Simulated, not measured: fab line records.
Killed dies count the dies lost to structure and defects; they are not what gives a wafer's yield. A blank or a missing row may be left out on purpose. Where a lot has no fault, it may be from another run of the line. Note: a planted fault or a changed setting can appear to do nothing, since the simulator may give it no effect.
Matching of chambers | flow n5 finfet | N5_HKMG_FIN_DESCUM_53 on rie diel-04 has 4 sister chambers
The step chemistry O2, time 7.9 s. 24 wafers are shown with their chamber, then 12 later ones without.

EACH WAFER AND ITS CHAMBER
wafer  | chamber | drypump motor current A (A) | showerhead plenum p Torr (Torr) | oes product au (a.u.)
L074.1 | 2       | 5.43                        | 2.07                            | 0.70
L074.2 | 0       | 5.54                        | 2.09                            | 0.74
L074.6 | 1       | 5.92                        | 1.99                            | 0.74
L077.2 | 2       | 5.41                        | 2.07                            | 0.70
L077.3 | 3       | 5.22                        | 2.09                            | 0.76
L077.5 | 3       | 5.23                        | 2.09                            | 0.76
L081.4 | 3       | 5.24                        | 2.08                            | 0.76
L081.5 | 2       | 5.40                        | 2.06                            | 0.70
L081.6 | 3       | 5.20                        | 2.08                            | 0.76
L083.1 | 1       | 5.90                        | 1.98                            | 0.73
L083.4 | 0       | 5.53                        | 2.08                            | 0.73
L083.5 | 2       | 5.41                        | 2.06                            | 0.69
L084.4 | 3       | 5.21                        | 2.08                            | 0.76
L084.5 | 1       | 5.88                        | 1.98                            | 0.73
L084.6 | 0       | 5.52                        | 2.08                            | 0.73
L086.2 | 1       | 5.89                        | 1.98                            | 0.73
L086.3 | 0       | 5.53                        | 2.08                            | 0.73
L086.4 | 3       | 5.20                        | 2.08                            | 0.75
L090.1 | 3       | 5.20                        | 2.08                            | 0.73
L090.2 | 2       | 5.41                        | 2.06                            | 0.68
L090.4 | 3       | 5.23                        | 2.08                            | 0.74
L092.1 | 0       | 5.53                        | 2.07                            | 0.72
L092.2 | 3       | 5.25                        | 2.08                            | 0.73
L092.3 | 2       | 5.40                        | 2.06                            | 0.69

SIGNATURES, as means of the wafers listed above
reading                  | chamber 0 | chamber 1 | chamber 2 | chamber 3 | scatter within a chamber
drypump motor current A  | 5.5300    | 5.8975    | 5.4100    | 5.2200    | 0.015
showerhead plenum p Torr | 2.0800    | 1.9825    | 2.0633    | 2.0822    | 0.00531
oes product au           | 0.7300    | 0.7325    | 0.6933    | 0.7500    | 0.01
Rule: a wafer lies at a distance from a chamber equal to the root of the sum of squares, over the readings, of (its reading less the chamber's mean, divided by the reading's scatter). The wafer belongs to the nearest chamber; if the next one is less than 2 further off, it can't be placed. The scatter: take each reading less its chamber's mean, square it, sum over the shown wafers, divide by the number of wafers less the number of chambers, and take the root.

WAFERS WHOSE CHAMBER IS MISSING
wafer  | drypump motor current A (A) | showerhead plenum p Torr (Torr) | oes product au (a.u.)
L093.1 | 5.91                        | 1.98                            | 0.72
L093.2 | 5.53                        | 2.07                            | 0.71
L093.4 | 5.90                        | 1.98                            | 0.71
L094.2 | 5.54                        | 2.07                            | 0.72
L094.3 | 5.90                        | 1.97                            | 0.72
L094.4 | 5.90                        | 1.97                            | 0.71
L095.3 | 5.22                        | 2.07                            | 0.73
L095.4 | 5.54                        | 2.07                            | 0.71
L095.5 | 5.90                        | 1.97                            | 0.71
L096.2 | 5.39                        | 2.06                            | 1.00
L096.3 | 5.51                        | 2.07                            | 0.71
L096.5 | 5.21                        | 2.07                            | 0.74

WHICH CHAMBER EACH WENT THROUGH
wafer  | from the rows above     | in truth
L093.1 | 1                       | 1
L093.2 | 0                       | 0
L093.4 | 1                       | 1
L094.2 | 0                       | 0
L094.3 | 1                       | 1
L094.4 | 1                       | 1
L095.3 | 3                       | 3
L095.4 | 0                       | 0
L095.5 | 1                       | 1
L096.2 | can't be placed: 3 or 0 | 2
L096.3 | 0                       | 0
L096.5 | 3                       | 3
Placed correctly: 11 of 12. Unplaceable from these rows: 1, with the true chamber sitting among the candidates in 0. 0 placed wrongly.
